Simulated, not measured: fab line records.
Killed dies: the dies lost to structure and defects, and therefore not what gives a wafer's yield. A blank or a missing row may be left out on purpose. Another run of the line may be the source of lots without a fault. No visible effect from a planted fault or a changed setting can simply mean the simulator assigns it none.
Which tool did it? -- flow n5Finfet -- 31 wafers from 11 lots sampled at 5 of the route's 1938 steps

## WHAT THE GAUGES SHOWED, per wafer
No reading from a measuring or inspecting step in the record can be judged against a usual standard deviation.

## TOOL THAT RAN EACH LOT (tool first, then ch and the chambers of the sampled wafers, then the start)
lot,N5_BEOL_M5_ANNEAL_49,N5_BEOL_M5_ECD_50,N5_BEOL_M5_CMP_52,N5_BEOL_M5_PRE_CLEAN_77,N5_BEOL_M5_CO_CAP_78
L981,"pvdSputter-02, day 8 20:48","ecdCu-02 ch 0,1, day 9 01:11","cmp-03 ch 0,1,3, day 9 01:34","cvdCo-02 ch 0,1,2, day 9 01:54","cvdCo-02 ch 0,1,2, day 9 01:56"
L983,"pvdSputter-01, day 9 06:46","ecdCu-02 ch 0,1, day 9 11:09","cmp-03 ch 0,3, day 9 11:37","cvdCo-02 ch 0,2, day 9 11:57","cvdCo-02 ch 0,2, day 9 11:59"
L986,"pvdSputter-01, day 10 00:02","ecdCu-02 ch 0,1, day 10 04:26","cmp-02 ch 0,2, day 10 04:50","cvdCo-01 ch 0,2, day 10 05:08","cvdCo-01 ch 0,2, day 10 05:11"
L984,"pvdSputter-03, day 10 01:51","ecdCu-01 ch 0,1, day 10 06:14","cmp-03 ch 0,1,2, day 10 06:41","cvdCo-02 ch 1,2, day 10 06:57","cvdCo-02 ch 1,2, day 10 06:59"
L985,"pvdSputter-01, day 10 04:45","ecdCu-01 ch 0,1, day 10 12:41","cmp-04 ch 1,2, day 10 13:06","cvdCo-02 ch 0,1,2, day 10 13:23","cvdCo-02 ch 0,1,2, day 10 13:26"
L990,"pvdSputter-03, day 12 13:29","ecdCu-02 ch 1, day 12 17:53","cmp-02 ch 0,3, day 12 18:22","cvdCo-02 ch 2, day 12 18:34","cvdCo-02 ch 2, day 12 18:37"
L995,"pvdSputter-02, day 12 17:19","ecdCu-02 ch 0,1, day 12 21:41","cmp-02 ch 0,2, day 12 22:09","cvdCo-01 ch 1, day 12 22:25","cvdCo-01 ch 1, day 12 22:27"
L997,"pvdSputter-03, day 13 00:44","ecdCu-01 ch 0,1, day 13 05:07","cmp-03 ch 0,2, day 13 05:32","cvdCo-02 ch 0,2, day 13 05:50","cvdCo-02 ch 0,2, day 13 05:52"
L999,"pvdSputter-01, day 13 20:59","ecdCu-01 ch 0,1, day 14 01:22","cmp-04 ch 0,2,3, day 14 01:48","cvdCo-01 ch 0,1,2, day 14 02:05","cvdCo-01 ch 0,1,2, day 14 02:08"
L103,"pvdSputter-01, day 15 04:41","ecdCu-01 ch 0,1, day 15 09:05","cmp-03 ch 1,2,3, day 15 09:54","cvdCo-02 ch 0,1,2, day 15 10:11","cvdCo-02 ch 0,1,2, day 15 10:14"
L104,"pvdSputter-01, day 15 09:38","ecdCu-01 ch 0,1, day 15 14:01","cmp-02 ch 0,1, day 15 14:43","cvdCo-02 ch 0,2, day 15 15:03","cvdCo-02 ch 0,2, day 15 15:05"
- N5_BEOL_M5_ANNEAL_49: time 1800 s.
- N5_BEOL_M5_ECD_50: material Cu, target thk 300 nm.
- N5_BEOL_M5_CMP_52: polishes, stops on SiCOH lowk, t overpolish 6.9 s, target thk 62 nm.
- N5_BEOL_M5_PRE_CLEAN_77: time 15 s.
- N5_BEOL_M5_CO_CAP_78: material Co, precursor CCTBA/H2, target thk 2 nm, time 102.1 s.

## AS READ BY THE TOOLS THEMSELVES (means over the sampled wafers that have a number; for cases with no such wafer, the mark the record gives instead)
N5_BEOL_M5_ANNEAL_49.
lot,tool,heaterPowerW (W),susceptorTempC (C)
L981,pvdSputter-02,895,400.07
L983,pvdSputter-01,763,400.33
L986,pvdSputter-01,830,400.05
L984,pvdSputter-03,772,400.16
L985,pvdSputter-01,827,399.65
L990,pvdSputter-03,856,399.94
L995,pvdSputter-02,886,400.06
L997,pvdSputter-03,758,400.21
L999,pvdSputter-01,849,400.14
L103,pvdSputter-01,827,399.98
L104,pvdSputter-01,810,399.82

N5_BEOL_M5_CMP_52.
lot,tool,headPressurePsi (psi),motorCurrentA (A),platenRpm (rpm),timeToEndpointS (s)
L981,cmp-03,0.9995,6.0,49.98,61.3
L983,cmp-03,1.0001,6.0,50.00,63.6
L986,cmp-02,0.9999,6.1,50.00,64.8
L984,cmp-03,1.0003,6.2,50.00,61.5
L985,cmp-04,0.9986,6.5,50.03,64.5
L990,cmp-02,1.0006,5.9,50.00,86.1
L995,cmp-02,1.0017,5.8,49.97,75.0
L997,cmp-03,0.9989,6.5,50.00,61.2
L999,cmp-04,0.9986,6.2,50.03,61.5
L103,cmp-03,1.0002,6.1,50.01,61.6
L104,cmp-02,1.0022,5.6,50.02,62.8

N5_BEOL_M5_PRE_CLEAN_77.
lot,tool,heaterPowerW (W)
L981,cvdCo-02,81
L983,cvdCo-02,77
L986,cvdCo-01,105
L984,cvdCo-02,83
L985,cvdCo-02,81
L990,cvdCo-02,56
L995,cvdCo-01,94
L997,cvdCo-02,69
L999,cvdCo-01,94
L103,cvdCo-02,82
L104,cvdCo-02,67

N5_BEOL_M5_CO_CAP_78.
lot,tool,chamberPressureTorr (Torr),heaterPowerW (W),susceptorTempC (C)
L981,cvdCo-02,29.94,230,199.87
L983,cvdCo-02,29.96,224,200.00
L986,cvdCo-01,30.00,261,200.05
L984,cvdCo-02,30.04,235,200.01
L985,cvdCo-02,29.98,230,200.04
L990,cvdCo-02,29.95,198,200.11
L995,cvdCo-01,30.02,250,199.88
L997,cvdCo-02,30.00,214,200.09
L999,cvdCo-01,30.05,248,199.96
L103,cvdCo-02,30.07,232,199.89
L104,cvdCo-02,30.04,215,199.97

## THE ANSWER, worked out from the rows above alone
Rule: the usual values come from the lots themselves. The widest of any qualifying gaps counts: lots, ordered by their means at a reading, are off when they make up no more than a third of the lots, leave a main group of 4 or more, and stand apart from it by 3 or more times the standard deviation of that group's means. Not used: any main group whose means are identical at the precision the tables above print for the reading. A lot without any number at a reading at which 4 lots or more have one is off too. Any other lot the step has rows for is counted as sound. Order of review: gauges by route order, followed by the tools' own readings, for which a lot's mean as printed above is used. At the first step where some lot is off, the reading lying furthest off is the one used; lots without a number count as furthest.
Off: L990, L995, at N5_BEOL_M5_CMP_52 (timeToEndpointS). The main group has a mean of 62.5 s with a standard deviation of 1.4.
A tool fits if, at that step or a process step before it, it ran every lot that is off, and no sound lot after the first of them. One fits: ecdCu-02 at N5_BEOL_M5_ECD_50. Its last sound lot is L986 (day 10 04:26), its first lot that is off L990 (day 12 17:53): a fault that began between those two fits.

## WHAT HAD BEEN PUT IN BY THE SIMULATOR
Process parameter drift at N5_BEOL_M5_ECD_50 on ecdCu-02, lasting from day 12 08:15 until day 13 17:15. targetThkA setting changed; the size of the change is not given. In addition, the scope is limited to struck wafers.
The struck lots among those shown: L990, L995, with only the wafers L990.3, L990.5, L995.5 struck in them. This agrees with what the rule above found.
